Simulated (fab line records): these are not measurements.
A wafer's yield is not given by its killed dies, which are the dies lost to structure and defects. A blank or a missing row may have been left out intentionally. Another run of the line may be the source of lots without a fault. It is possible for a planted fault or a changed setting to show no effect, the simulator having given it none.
The tool behind it: which one? -- flow n5Finfet -- 60 wafers from 20 lots sampled at 5 of the route's 1938 steps

== WHAT THE GAUGES SHOWED, per wafer ==
N5_BEOL_M10_CD_MEAS_28: the cd target is 70 nm. Usual: cdNm at 70.4 nm, with a standard deviation of 0.98.
lot,measured,on,cdNm (nm),flag
L075,day 10 11:16,cdSem-01,70.4 70.2 70.5,
L074,day 10 14:11,cdSem-01,69.6 69.7 70.4,
L076,day 10 23:04,cdSem-03,69.7 69.7 69.9,
L077,day 11 07:17,cdSem-02,70.5 70.3 70.4,
L078,day 11 12:22,cdSem-03,70.8 70.3 69.2,
L080,day 12 01:04,cdSem-01,70.7 69.9 69.2,
L079,day 12 09:10,cdSem-03,71.4 72.1 71.1,
L081,day 12 08:59,cdSem-03,71.0 70.9 69.6,
L083,day 12 13:02,cdSem-03,70.3 69.6 70.4,
L084,day 13 05:34,cdSem-03,72.2 73.2 70.1,
L085,day 13 14:07,cdSem-02,68.9 70.1 70.1,
L086,day 13 14:17,cdSem-03,69.8 71.5 69.4,
L087,day 14 00:49,cdSem-03,70.8 70.0 69.3,
L089,day 14 00:32,cdSem-03,71.4 70.8 71.8,
L088,day 14 00:52,cdSem-02,69.4 72.3 71.5,
L090,day 14 08:02,cdSem-03,69.4 69.3 71.1,
L094,day 15 00:23,cdSem-03,69.4 70.9 70.7,
L092,day 15 00:36,cdSem-01,70.7 70.7 70.9,
L095,day 15 22:25,cdSem-01,70.9 71.0 71.0,
L096,day 16 00:39,cdSem-03,69.5 69.2 70.5,

== EACH LOT AND THE TOOL THAT RAN IT (in order: tool; ch and the chambers of the sampled wafers; start) ==
lot,N5_BEOL_M9_ETCH_66,N5_BEOL_M9_ETCH_41,N5_BEOL_M10_HM_DEP_02,N5_BEOL_M10_STRIP_67
L075,"rieDiel-01 ch 2,3, day 10 02:16","rieDiel-01 ch 2,3, day 10 09:49 or earlier","pvdSputter-02, day 10 09:49","rieDiel-05 ch 1,2,3, day 10 10:38"
L074,"rieDiel-04 ch 0,2,3, day 10 04:06","rieDiel-04 ch 0,2,3, day 10 12:10 or earlier","pvdSputter-01, day 10 12:10","rieDiel-02 ch 1,3, day 10 12:52"
L076,"rieDiel-06 ch 1,2,3, day 10 14:25","rieDiel-06 ch 1,2,3, day 10 21:16 or earlier","pvdSputter-01, day 10 21:16","rieDiel-05 ch 0,3, day 10 22:28"
L077,"rieDiel-06 ch 0,1, day 10 21:42","rieDiel-06 ch 0,1, day 11 04:30 or earlier","pvdSputter-03, day 11 04:30","rieDiel-03 ch 1,2, day 11 05:38"
L078,"rieDiel-06 ch 0,1,2, day 11 03:13","rieDiel-06 ch 0,1,2, day 11 07:55 or earlier","pvdSputter-03, day 11 07:55","rieDiel-05 ch 1,3, day 11 09:01"
L080,"rieDiel-01 ch 0,1, day 11 18:37","rieDiel-01 ch 0,1, day 11 23:02 or earlier","pvdSputter-03, day 11 23:02","rieDiel-03 ch 0,2, day 11 23:52"
L079,"rieDiel-06 ch 0,3, day 11 22:17","rieDiel-06 ch 0,3, day 12 05:32 or earlier","pvdSputter-03, day 12 05:32","rieDiel-02 ch 0,3, day 12 06:31"
L081,"rieDiel-01 ch 0,1,2, day 12 01:13","rieDiel-01 ch 0,1,2, day 12 05:59 or earlier","pvdSputter-01, day 12 05:59","rieDiel-02 ch 0,2,3, day 12 06:53"
L083,"rieDiel-04 ch 0,1, day 12 04:47","rieDiel-04 ch 0,1, day 12 10:11 or earlier","pvdSputter-01, day 12 10:11","rieDiel-02 ch 1,3, day 12 10:52"
L084,"rieDiel-06 ch 1,2,3, day 12 21:54","rieDiel-06 ch 1,2,3, day 13 02:26 or earlier","pvdSputter-03, day 13 02:26","rieDiel-05 ch 0,2, day 13 03:19"
L085,"rieDiel-06 ch 1,3, day 13 03:41","rieDiel-06 ch 1,3, day 13 09:04 or earlier","pvdSputter-03, day 13 09:04","rieDiel-05 ch 0,2,3, day 13 09:45"
L086,"rieDiel-04 ch 2,3, day 13 05:46","rieDiel-04 ch 2,3, day 13 12:27 or earlier","pvdSputter-02, day 13 12:27","rieDiel-05 ch 0,2,3, day 13 13:08"
L087,"rieDiel-06 ch 0,3, day 13 17:42","rieDiel-06 ch 0,3, day 13 22:02 or earlier","pvdSputter-03, day 13 22:02","rieDiel-05 ch 0,1,2, day 13 22:56"
L089,"rieDiel-01 ch 0,2,3, day 13 17:54","rieDiel-01 ch 0,2,3, day 13 22:08 or earlier","pvdSputter-03, day 13 22:08","rieDiel-03 ch 0,1,2, day 13 23:07"
L088,"rieDiel-06 ch 1,2, day 13 18:14","rieDiel-06 ch 1,2, day 13 22:55 or earlier","pvdSputter-03, day 13 22:55","rieDiel-05 ch 0,2, day 13 23:41"
L090,"rieDiel-04 ch 0,1, day 14 00:37","rieDiel-04 ch 0,1, day 14 05:24 or earlier","pvdSputter-02, day 14 05:24","rieDiel-05 ch 0,1, day 14 06:14"
L094,"rieDiel-01 ch 0,3, day 14 17:22","rieDiel-01 ch 0,3, day 14 22:54 or earlier","pvdSputter-01, day 14 22:54","rieDiel-05 ch 0,3, day 14 23:43"
L092,"rieDiel-04 ch 0,1,3, day 14 17:34","rieDiel-04 ch 0,1,3, day 14 22:55 or earlier","pvdSputter-02, day 14 22:55","rieDiel-05 ch 0,1, day 14 23:58"
L095,"rieDiel-06 ch 1,2,3, day 15 12:12","rieDiel-06 ch 1,2,3, day 15 18:43 or earlier","pvdSputter-02, day 15 18:43","rieDiel-05 ch 0,1,3, day 15 20:08"
L096,"rieDiel-06 ch 0,1,3, day 15 18:26","rieDiel-06 ch 0,1,3, day 15 22:20 or earlier","pvdSputter-01, day 15 22:20","rieDiel-02 ch 2,3, day 15 23:10"
- N5_BEOL_M9_ETCH_66: etches SOC in N2/H2, target depth 80 nm, overetch 16 nm, time 120 s.
- N5_BEOL_M9_ETCH_41: etches SiCN in CH3F/O2, target depth 36.6 nm, time 70.1 s.
- N5_BEOL_M10_HM_DEP_02: deposits TiN, target thk 20 nm.
- N5_BEOL_M10_STRIP_67: strips in CF4.

== WHAT THE TOOLS THEMSELVES READ (means of the sampled wafers that have a number; where no wafer has one, the mark that the record gives instead) ==
N5_BEOL_M9_ETCH_66. Usual: drypumpMotorCurrentA 5.7 A, standard deviation 0.49; oesProductAu 0.60 a.u., standard deviation 0.068; rfFwdPowerW 835.2 W, standard deviation 2.9; rfVppV 524 V, standard deviation 3; showerheadPlenumPTorr 2.54 Torr, standard deviation 0.1; tempC 39.98 C, standard deviation 0.12; throttleValvePct 17.85 %, standard deviation 0.26.
lot,tool,drypumpMotorCurrentA (A),oesProductAu (a.u.),rfFwdPowerW (W),rfVppV (V),showerheadPlenumPTorr (Torr),tempC (C),throttleValvePct (%),flag
L075,rieDiel-01,5.7,0.55,836.8,525,2.55,39.97,17.84,
L074,rieDiel-04,5.7,0.58,836.8,526,2.60,39.99,17.73,
L076,rieDiel-06,5.5,0.60,835.0,524,2.52,40.03,17.81,
L077,rieDiel-06,5.6,0.56,837.4,523,2.53,40.04,17.98,
L078,rieDiel-06,5.3,0.60,835.4,524,2.56,39.98,17.85,
L080,rieDiel-01,6.3,0.55,831.7,522,2.45,40.00,18.10,
L079,rieDiel-06,6.0,0.67,831.7,524,2.53,39.80,17.69,
L081,rieDiel-01,5.9,0.56,836.4,523,2.52,40.13,18.00,
L083,rieDiel-04,5.4,0.54,835.1,525,2.61,40.03,18.28,
L084,rieDiel-06,5.5,0.64,834.0,523,2.52,40.07,17.67,
L085,rieDiel-06,6.0,0.65,835.1,521,2.44,40.07,17.64,
L086,rieDiel-04,6.0,0.68,836.2,525,2.58,39.89,17.44,
L087,rieDiel-06,6.0,0.64,834.9,523,2.52,39.92,17.71,
L089,rieDiel-01,5.7,0.61,834.8,523,2.51,39.91,17.81,
L088,rieDiel-06,5.0,0.62,834.8,524,2.58,40.03,17.74,
L090,rieDiel-04,5.4,0.68,833.7,525,2.61,40.10,18.06,
L094,rieDiel-01,6.0,0.65,834.5,521,2.46,39.89,17.68,
L092,rieDiel-04,5.6,0.65,837.1,526,2.60,39.94,17.81,
L095,rieDiel-06,5.5,0.62,836.3,523,2.51,39.98,17.73,
L096,rieDiel-06,5.8,0.59,831.6,523,2.48,39.98,17.87,

N5_BEOL_M9_ETCH_41. Usual: drypumpMotorCurrentA 5.7 A, standard deviation 0.48; mfcArSccm 150.0 sccm, standard deviation 0.46; oesProductAu 0.79 a.u., standard deviation 0.096; rfFwdPowerW 391.8 W, standard deviation 1.5; rfVppV 297.4 V, standard deviation 2; showerheadPlenumPTorr 2.00 Torr, standard deviation 0.086; throttleValvePct 16.35 %, standard deviation 0.25.
lot,tool,drypumpMotorCurrentA (A),mfcArSccm (sccm),oesProductAu (a.u.),rfFwdPowerW (W),rfVppV (V),showerheadPlenumPTorr (Torr),throttleValvePct (%),flag
L075,rieDiel-01,5.6,150.1,0.71,392.3,296.9,2.02,16.40,
L074,rieDiel-04,5.7,150.5,0.76,392.2,298.6,2.05,16.35,
L076,rieDiel-06,5.5,149.8,0.79,392.5,296.4,1.97,16.27,
L077,rieDiel-06,5.6,149.8,0.73,391.4,297.0,1.99,16.43,
L078,rieDiel-06,5.3,150.1,0.79,391.8,297.4,2.01,16.28,
L080,rieDiel-01,6.3,150.1,0.71,390.3,295.7,1.92,16.61,
L079,rieDiel-06,5.9,149.6,0.89,391.7,297.5,1.99,16.21,
L081,rieDiel-01,5.9,149.7,0.72,392.2,296.8,1.99,16.56,
L083,rieDiel-04,5.4,150.1,0.70,392.7,298.4,2.05,16.68,
L084,rieDiel-06,5.5,149.6,0.86,391.0,296.9,1.97,16.15,
L085,rieDiel-06,5.9,149.4,0.87,392.2,295.9,1.92,16.10,
L086,rieDiel-04,6.0,149.7,0.87,392.8,297.8,2.03,16.01,
L087,rieDiel-06,6.0,150.1,0.84,391.0,297.6,1.99,16.24,
L089,rieDiel-01,5.7,150.0,0.79,391.5,296.3,1.98,16.38,
L088,rieDiel-06,5.0,150.2,0.83,390.9,297.8,2.02,16.18,
L090,rieDiel-04,5.4,149.9,0.91,392.9,298.5,2.05,16.41,
L094,rieDiel-01,6.0,150.2,0.86,392.7,295.3,1.94,16.18,
L092,rieDiel-04,5.6,150.4,0.86,390.8,298.7,2.05,16.27,
L095,rieDiel-06,5.5,150.2,0.82,392.2,296.5,1.96,16.17,
L096,rieDiel-06,5.7,150.3,0.77,391.2,296.8,1.94,16.32,

N5_BEOL_M10_HM_DEP_02. Usual: throttleValvePct at 29.8 %, with a standard deviation of 1.2.
lot,tool,throttleValvePct (%),flag
L075,pvdSputter-02,29.7,
L074,pvdSputter-01,28.6,
L076,pvdSputter-01,31.1,
L077,pvdSputter-03,30.1,
L078,pvdSputter-03,29.9,
L080,pvdSputter-03,30.2,
L079,pvdSputter-03,29.5,
L081,pvdSputter-01,28.6,
L083,pvdSputter-01,31.1,
L084,pvdSputter-03,29.3,
L085,pvdSputter-03,30.8,
L086,pvdSputter-02,30.2,
L087,pvdSputter-03,29.0,
L089,pvdSputter-03,30.2,
L088,pvdSputter-03,29.2,
L090,pvdSputter-02,28.7,
L094,pvdSputter-01,29.3,
L092,pvdSputter-02,30.5,
L095,pvdSputter-02,29.7,
L096,pvdSputter-01,30.7,

N5_BEOL_M10_STRIP_67. Usual: biasPowerW 75.01 W, standard deviation 0.24; drypumpMotorCurrentA 5.8 A, standard deviation 0.43; oesProductAu 0.84 a.u., standard deviation 0.11; rfVppV 270.9 V, standard deviation 1.5; showerheadPlenumPTorr 1.78 Torr, standard deviation 0.055; throttleValvePct 13.46 %, standard deviation 0.24.
lot,tool,biasPowerW (W),drypumpMotorCurrentA (A),oesProductAu (a.u.),rfVppV (V),showerheadPlenumPTorr (Torr),throttleValvePct (%),flag
L075,rieDiel-05,74.90,5.7,0.76,271.7,1.80,13.65,
L074,rieDiel-02,74.95,5.6,0.75,271.2,1.81,13.53,
L076,rieDiel-05,74.69,6.0,0.69,272.1,1.84,13.71,
L077,rieDiel-03,74.99,6.0,0.82,270.4,1.77,13.43,
L078,rieDiel-05,74.74,5.6,0.68,271.9,1.82,13.90,
L080,rieDiel-03,75.33,6.0,0.96,270.6,1.77,13.32,
L079,rieDiel-02,74.72,6.1,0.78,269.5,1.70,13.64,
L081,rieDiel-02,74.99,6.0,0.81,269.9,1.71,13.58,
L083,rieDiel-02,75.07,5.6,0.74,271.2,1.80,13.57,
L084,rieDiel-05,75.20,5.6,0.89,271.0,1.78,13.22,
L085,rieDiel-05,75.11,5.9,0.83,272.1,1.80,13.43,
L086,rieDiel-05,75.12,5.9,0.82,270.8,1.80,13.43,
L087,rieDiel-05,75.00,5.5,0.92,271.1,1.80,13.24,
L089,rieDiel-03,75.12,6.1,0.85,271.3,1.77,13.42,
L088,rieDiel-05,75.24,5.7,0.91,271.0,1.80,13.15,
L090,rieDiel-05,75.04,5.3,0.94,272.0,1.82,13.28,
L094,rieDiel-05,75.02,6.3,0.95,271.6,1.82,13.30,
L092,rieDiel-05,75.01,5.3,0.92,271.6,1.82,13.30,
L095,rieDiel-05,74.96,5.8,0.92,271.6,1.82,13.32,
L096,rieDiel-02,75.00,5.9,0.79,268.8,1.73,13.63,

== THE ANSWER, worked out from the rows above alone ==
Rule: a lot counts as off when the mean over its wafers that have a number is more than 3 standard deviations away from the usual mean. A lot without any number at a reading at which 4 lots or more have one is off too. The other lots that the step has rows for count as sound. The gauges are gone through in route order, then the tools' own readings, and for those a lot's mean is taken as printed above. The first step at which some lot is off is used, and at that step the reading that is off furthest; a lot without a number counts as furthest.
Across all readings shown, no lot is off: no conclusion can be drawn from this.

== WHAT THE SIMULATOR PUT IN ==
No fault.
